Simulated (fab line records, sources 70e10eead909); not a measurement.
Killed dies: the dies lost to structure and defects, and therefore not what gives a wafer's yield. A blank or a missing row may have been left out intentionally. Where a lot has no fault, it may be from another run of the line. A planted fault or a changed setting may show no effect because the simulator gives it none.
Matching of chambers	flow nand-harc	3 sister chambers for NHARC_P_GATE_DEP_103 on pecvd-01
The step deposits SiON, target thk 30 nm. 6 wafers are shown with their chamber, then 8 later ones without.

WAFERS PAIRED WITH THEIR CHAMBERS
wafer	chamber	heater-power-w (W)	susceptor-temp-C (C)
L623.6	1	817	400.01
L632.4	1	723	400.62
L636.2	2	885	400.14
L636.4	2	915	399.77
L636.5	0	598	400.12
L635.3	0	617	399.76

WAFERS WITHOUT THEIR CHAMBER
wafer	heater-power-w (W)	susceptor-temp-C (C)
L635.4	630	399.52
L635.5	880	400.21
L637.1	566	400.01
L637.2	756	400.05
L637.3	777	400.10
L639.3	866	399.78
L639.4	624	399.75
L639.6	861	399.49

THE CHAMBER EACH PASSED THROUGH
wafer	from the rows above	in truth
L635.4	0	0
L635.5	can't be placed: 2 or 1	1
L637.1	0	0
L637.2	1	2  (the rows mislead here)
L637.3	1	1
L639.3	can't be placed: 2 or 1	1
L639.4	0	0
L639.6	can't be placed: 2 or 1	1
Correct placement for 4 of the 8. These rows do not allow placing 3 (true chamber among the candidates in 3). 1 placed wrongly.
How it was worked out, from the rows above alone: a wafer's distance from a chamber is the root of the sum, over the readings, of the square of ((its reading less the chamber's mean) divided by the reading's scatter). The wafer belongs to the nearest chamber; if the next one is less than 2 further off, it can't be placed. A chamber's mean is the mean of its shown wafers. How the scatter is found: for the shown wafers, subtract from each reading the mean of its chamber, square and add these, divide the total by (wafers less chambers), then take the root.
